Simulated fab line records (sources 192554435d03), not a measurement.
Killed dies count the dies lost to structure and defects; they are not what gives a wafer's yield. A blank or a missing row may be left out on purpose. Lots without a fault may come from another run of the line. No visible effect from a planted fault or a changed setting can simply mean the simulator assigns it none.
fab line records -- flow n5Finfet
[record] lots = 6, wafers = 18, lastDay = 16
route steps=1938 shown BEOL_M11@1584
lots that met no fault: from a run of the same line without faults
startH: the number of hours between the record's first day and the start of the first shown wafer of the lot -- waitH: hours since the lot's step before -- " the same as in the row above -- L1.1+2: several wafers, shown together as one row -- - no value, or no start given -- * or withheld: withheld -- < > ~ a bound
route shown NAME@n: a module of which the file shows steps, and the number in the route of the first -- usual: mean and standard deviation over wafers with no fault -- same: alike in all rows -- chamber/n: place in a boat -- sites: each site's reading -- _std_site: the standard deviation of these -- _edge_site: the outer-site mean with the inner-site mean subtracted -- radiusMm: how far each site lies from the wafer's centre -- mask NAME#n: copy n -- behind: the last tool/chamber to shape the wafer -- hold: why the lot went on hold/how many hours it stayed there/how the hold came to an end -- device: transistor that didn't switch, given as n, p or np -- end of line: the route-end tests of the same wafers -- a step with no rows: only its recipe -- killed: dies lost to structure and defects at the first sort, not the wafer's yield -- map: dies across one wafer; x = killed, . = not, _ = none there
set.NAME: the setting as run; set.NAME@STEP: as run at that earlier step -- model.NAME: the simulator's own value behind a step, which no gauge read
lots at some steps of the route; a table a step, a row a wafer
services: when a tool's chamber went out of use (startH, in hours from the record's first day, below 0 if earlier), for how many hours, and the reason
[[steps]]
[step N5_BEOL_M11_PRECLEAN_42]
[recipe] chemistry = residueRemover, timeS = 60, tempC = 40
[step N5_BEOL_M11_SRD_43]
[recipe] timeS = 30, tempC = 23, rinseLiquid = diw, dry = ipaMarangoni
[step N5_BEOL_M11_CD_MEAS_35]
[recipe] targetCdNm = 70, polarity = opening
[usual] cdNm = 70.1/0.87
lot.wafer,tool,chamber,startH,waitH,cdNm
L393.1,cdSem-03,-,226.23,0.0,70.0
L393.2,cdSem-03,-,226.23,0.0,70.0
L393.5,cdSem-03,-,226.23,0.0,70.7
L400.2,cdSem-02,-,278.57,0.0,67.9
L400.4,cdSem-02,-,278.57,0.0,69.1
L400.6,cdSem-02,-,278.57,0.0,69.4
L405.1,cdSem-01,-,309.14,0.0,69.0
L405.3,cdSem-01,-,309.14,0.0,71.7
L405.5,cdSem-01,-,309.14,0.0,69.5
L404.2,cdSem-01,-,318.90,0.0,69.3
L404.3,cdSem-01,-,318.90,0.0,70.7
L404.6,cdSem-01,-,318.90,0.0,69.6
L412.2,cdSem-03,-,346.95,0.0,69.2
L412.3,cdSem-03,-,346.95,0.0,69.5
L412.6,cdSem-03,-,346.95,0.0,70.2
L410.1,cdSem-03,-,349.63,0.0,69.1
L410.3,cdSem-03,-,349.63,0.0,69.7
L410.6,cdSem-03,-,349.63,0.0,71.6
[step N5_BEOL_M11_CURE_72]
[recipe] tempC = 370, timeS = 120, ambient = DMADMS/He, material = SiCOH_lowk
[usual] lampPowerPct = 52.31/0.058, wafer_temp_C_max = 371.6/0.47
lot.wafer,tool,chamber,startH,waitH,lampPowerPct,wafer_temp_C_max
L393.1,uvCure-01,0,226.45,0.2,52.30,370.9
L393.2,uvCure-01,0,226.45,0.2,52.36,371.0
L393.5,uvCure-01,0,226.45,0.2,52.28,371.1
L400.2,uvCure-03,0,278.83,0.3,52.22,372.0
L400.4,uvCure-03,0,278.83,0.3,52.39,372.1
L400.6,uvCure-03,0,278.83,0.3,52.30,371.7
L405.1,uvCure-02,1,309.18,0.0,52.30,372.0
L405.3,uvCure-02,1,309.18,0.0,52.34,371.4
L405.5,uvCure-02,1,309.18,0.0,52.25,371.9
L404.2,uvCure-03,1,318.99,0.1,52.36,371.8
L404.3,uvCure-03,1,318.99,0.1,52.41,371.8
L404.6,uvCure-03,1,318.99,0.1,52.36,372.2
L412.2,uvCure-02,1,347.04,0.1,52.32,372.0
L412.3,uvCure-02,1,347.04,0.1,52.32,372.1
L412.6,uvCure-02,1,347.04,0.1,52.35,371.9
L410.1,uvCure-02,2,349.67,0.0,52.37,371.5
L410.3,uvCure-02,2,349.67,0.0,52.31,371.7
L410.6,uvCure-02,2,349.67,0.0,52.33,371.6
[step N5_BEOL_M11_DEGAS_44]
[recipe] ambient = vacuum, tempC = 250, timeS = 60
[usual] heaterPowerW = 326/17
lot.wafer,tool,chamber,startH,waitH,heaterPowerW
L393.1,pvdSputter-01,-,227.08,0.6,328
L393.2,pvdSputter-01,-,227.08,0.6,280
L393.5,pvdSputter-01,-,227.08,0.6,316
L400.2,pvdSputter-02,-,280.12,1.2,318
L400.4,pvdSputter-02,-,280.12,1.2,319
L400.6,pvdSputter-02,-,280.12,1.2,314
L405.1,pvdSputter-03,-,309.68,0.4,332
L405.3,pvdSputter-03,-,309.68,0.4,341
L405.5,pvdSputter-03,-,309.68,0.4,344
L404.2,pvdSputter-01,-,319.35,0.3,314
L404.3,pvdSputter-01,-,319.35,0.3,278
L404.6,pvdSputter-01,-,319.35,0.3,342
L412.2,pvdSputter-03,-,349.21,2.1,343
L412.3,pvdSputter-03,-,349.21,2.1,326
L412.6,pvdSputter-03,-,349.21,2.1,325
L410.1,pvdSputter-01,-,350.01,0.3,345
L410.3,pvdSputter-01,-,350.01,0.3,319
L410.6,pvdSputter-01,-,350.01,0.3,277
[step N5_BEOL_M11_PRE_CLEAN_45]
[recipe] gas = H2/He, timeS = 30, tempC = 250
[usual] heaterPowerW = 326/16
lot.wafer,tool,chamber,startH,waitH,heaterPowerW
L393.1,pvdSputter-01,-,227.12,0.0,323
L393.2,pvdSputter-01,-,227.12,0.0,287
L393.5,pvdSputter-01,-,227.12,0.0,316
L400.2,pvdSputter-02,-,280.16,0.0,321
L400.4,pvdSputter-02,-,280.16,0.0,318
L400.6,pvdSputter-02,-,280.16,0.0,319
L405.1,pvdSputter-03,-,309.72,0.0,324
L405.3,pvdSputter-03,-,309.72,0.0,342
L405.5,pvdSputter-03,-,309.72,0.0,342
L404.2,pvdSputter-01,-,319.39,0.0,309
L404.3,pvdSputter-01,-,319.39,0.0,282
L404.6,pvdSputter-01,-,319.39,0.0,334
L412.2,pvdSputter-03,-,349.25,0.0,341
L412.3,pvdSputter-03,-,349.25,0.0,324
L412.6,pvdSputter-03,-,349.25,0.0,339
L410.1,pvdSputter-01,-,350.05,0.0,341
L410.3,pvdSputter-01,-,350.05,0.0,326
L410.6,pvdSputter-01,-,350.05,0.0,279
[step N5_BEOL_M11_ALD_74]
[recipe] material = TaN, targetThkA = 20, tempC = 275, aldPrecursorFamily = PDMAT, aldCoReactant = NH3, pressureTorr = 3, carrierFlowSccm = 1500, pulseTimeS = 2, purgeTimeS = 3, coReactantPurgeTimeS = 2, coReactantPulseTimeS = 3, aldCycles = 40, precursorVesselTempC = 75, precursorVesselPressureTorr = 26.25, precursorVesselCarrierSccm = 1000
[usual] heaterPowerW = 434/34, precursorVesselPressureTorr = 26.25/0.049, precursorVesselTempC = 74.99/0.13
lot.wafer,tool,chamber,startH,waitH,heaterPowerW,precursorVesselPressureTorr,precursorVesselTempC
L393.1,aldMetal-03,3,227.26,0.1,466,26.20,75.07
L393.2,aldMetal-03,0,227.26,0.1,411,26.20,74.87
L393.5,aldMetal-03,2,227.26,0.1,438,26.32,74.92
L400.2,aldMetal-01,2,280.22,0.0,448,26.24,75.01
L400.4,aldMetal-01,3,280.22,0.0,490,26.32,74.86
L400.6,aldMetal-01,1,280.22,0.0,388,26.17,74.91
L405.1,aldMetal-03,2,309.80,0.1,420,26.25,74.89
L405.3,aldMetal-03,3,309.80,0.1,471,26.24,75.13
L405.5,aldMetal-03,0,309.80,0.1,412,26.23,75.09
L404.2,aldMetal-01,0,319.47,0.1,412,26.17,74.99
L404.3,aldMetal-01,2,319.47,0.1,448,26.16,74.85
L404.6,aldMetal-01,0,319.47,0.1,399,26.20,74.98
L412.2,aldMetal-01,3,349.59,0.3,482,26.17,74.90
L412.3,aldMetal-01,1,349.59,0.3,390,26.24,75.28
L412.6,aldMetal-01,1,349.59,0.3,381,26.24,75.15
L410.1,aldMetal-03,3,350.12,0.0,474,26.26,74.97
L410.3,aldMetal-03,1,350.12,0.0,444,26.22,74.96
L410.6,aldMetal-03,2,350.12,0.0,418,26.20,75.07
[step N5_BEOL_M11_SURFACE_TREAT_76]
[recipe] gas = Ar, timeS = *, ionEnergyEv = *, ionCurrentMaCm2 = 0.5, pressureMtorr = *, arFlowSccm = 30
[step N5_BEOL_M11_CVD_75]
[recipe] material = Co, targetThkA = 20, tempC = withheld, precursor = CCTBA/H2, pressureTorr = 30, timeS = 138.9
[step N5_BEOL_M11_SPUTTER_48]
[recipe] material = Cu, targetThkA = 120, tempC = -20, biasV = 60, powerW = 26000, chamberPressurePa = 0.13, timeS = 2
[usual] chuckGasFlowSccm = 1.26/0.054, throttleValvePct = 29.9/1.1
lot.wafer,tool,chamber,startH,waitH,chuckGasFlowSccm,throttleValvePct
L393.1,pvdSputter-01,-,229.52,1.6,1.22,29.4
L393.2,pvdSputter-01,-,229.52,1.6,1.30,30.5
L393.5,pvdSputter-01,-,229.52,1.6,1.25,30.9
L400.2,pvdSputter-01,-,280.98,0.1,1.29,30.7
L400.4,pvdSputter-01,-,280.98,0.1,1.33,29.4
L400.6,pvdSputter-01,-,280.98,0.1,1.33,29.3
L405.1,pvdSputter-01,-,310.30,0.1,1.17,31.2
L405.3,pvdSputter-01,-,310.30,0.1,1.33,29.4
L405.5,pvdSputter-01,-,310.30,0.1,1.28,30.5
L404.2,pvdSputter-01,-,320.32,0.2,1.25,31.1
L404.3,pvdSputter-01,-,320.32,0.2,1.28,30.3
L404.6,pvdSputter-01,-,320.32,0.2,1.26,30.6
L412.2,pvdSputter-03,-,350.23,0.1,1.22,29.7
L412.3,pvdSputter-03,-,350.23,0.1,1.28,28.6
L412.6,pvdSputter-03,-,350.23,0.1,1.32,28.2
L410.1,pvdSputter-03,-,350.75,0.1,1.25,29.8
L410.3,pvdSputter-03,-,350.75,0.1,1.26,28.6
L410.6,pvdSputter-03,-,350.75,0.1,1.34,28.7
[step N5_BEOL_M11_ECD_50]
[recipe] material = Cu, targetThkA = 3180
[step N5_BEOL_M11_ANNEAL_51]
[recipe] tempC = 225, timeS = 90, ambient = N2
[step N5_BEOL_M11_CMP_52]
[recipe] stopOn = SiCOH_lowk, tOverpolishS = 7, downForcePsi = 1, platenRpm = 50, clearingPlatenDownForcePsi = 1.5, clearingPlatenRpm = 50, postCmpClean = cuAlkaline, targetThkNm = 140, clearingPlatenPadVelocityMS = 0.99484, padVelocityMS = 0.99484
[usual] barrierFieldEndpointS = 28.8/0.71, clearingPlatenDownForcePsi = 1.5003/0.0029, motorCurrentA = 6.2/0.59, overpolishRunS = 6.998/0.0092, platenRpm = 50.00/0.031, slurryFilterDpKPa = 13.51/0.13, timeToEndpointS = 66/3.6
lot.wafer,tool,chamber,startH,waitH,barrierFieldEndpointS,clearingPlatenDownForcePsi,motorCurrentA,overpolishRunS,platenRpm,slurryFilterDpKPa,timeToEndpointS
L393.2,cmp-03,3,230.20,0.2,29.6,1.5057,6.9,7.000,50.02,13.60,73
L393.1,cmp-03,1,230.20,0.2,28.9,1.5047,5.9,6.996,49.99,13.46,67
L393.5,cmp-03,2,230.20,0.2,30.2,1.5003,5.8,6.986,49.99,13.50,73
L400.4,cmp-01,1,281.50,0.1,28.8,1.5007,5.7,7.007,49.98,13.41,66
L400.2,cmp-01,3,281.50,0.1,28.3,1.4997,6.0,6.985,49.97,13.05,62
L400.6,cmp-01,1,281.50,0.1,28.9,1.5016,5.8,6.992,50.05,13.45,69
L405.3,cmp-03,3,311.11,0.3,29.9,1.5043,7.1,6.998,49.99,13.64,74
L405.1,cmp-03,0,311.11,0.3,30.8,1.4991,6.4,7.004,47.94,13.40,70
L405.5,cmp-03,1,311.11,0.3,28.5,1.5032,5.9,6.994,49.94,13.72,69
L404.3,cmp-03,1,320.97,0.2,28.3,1.5016,5.5,7.009,49.99,13.54,71
L404.2,cmp-03,3,320.97,0.2,27.8,1.5035,6.8,6.992,50.00,13.61,71
L404.6,cmp-03,0,320.97,0.2,30.8,1.4963,6.4,7.003,47.99,13.67,70
L412.3,cmp-04,2,350.80,0.2,28.2,1.5027,7.4,6.995,50.03,13.32,64
L412.2,cmp-04,3,350.80,0.2,28.2,1.5002,6.7,7.010,49.99,13.69,63
L412.6,cmp-04,2,350.80,0.2,29.6,1.5051,7.4,6.994,50.02,13.66,62
L410.3,cmp-01,2,351.62,0.2,29.5,1.4994,6.3,6.989,50.01,13.51,68
L410.1,cmp-01,3,351.62,0.2,28.4,1.5048,5.9,6.995,50.00,13.58,70
L410.6,cmp-01,1,351.62,0.2,30.7,1.4998,6.2,6.996,49.98,13.14,72
[[services]]
tool,chamber,startH,hours,kind
cmp-04,-,207.57,24.7,pm
uvCure-01,-,232.86,7.5,pm
cmp-03,-,238.49,1.3,repair
cmp-03,-,245.04,4.0,pm
cmp-03,-,249.04,-,consumableReplace:conditioner
cmp-03,-,249.04,-,consumableReplace:pad
cmp-04,-,253.65,0.9,repair
uvCure-03,-,256.48,1.0,pm
aldMetal-03,-,268.61,2.8,pm
uvCure-01,-,277.48,14.6,pm
uvCure-02,-,302.00,1.9,repair
cmp-04,-,310.99,4.0,pm
cmp-04,-,314.99,-,consumableReplace:conditioner
cmp-04,-,314.99,-,consumableReplace:pad
uvCure-02,-,337.49,2.1,pm
pvdSputter-01,-,346.24,2.4,repair
[[key]]
[firstSign] step = N5_BEOL_M11_CMP_52, reading = platenRpm, direction = down, sigmas = 66, usual = 50.00, struck = 47.97
effect none on later readings
metAt N5_BEOL_M11_CMP_52
struckWafers L404.6,L405.1
[fault] kind = processParameterDrift, tool = cmp-03, chamber = 0, onsetH = 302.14, steps = N5_BEOL_M11_CMP_52, channel = platenRpm, offset = -2, shape = step, endH = 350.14, actsIn = theseRecipesOnly, stated = 50
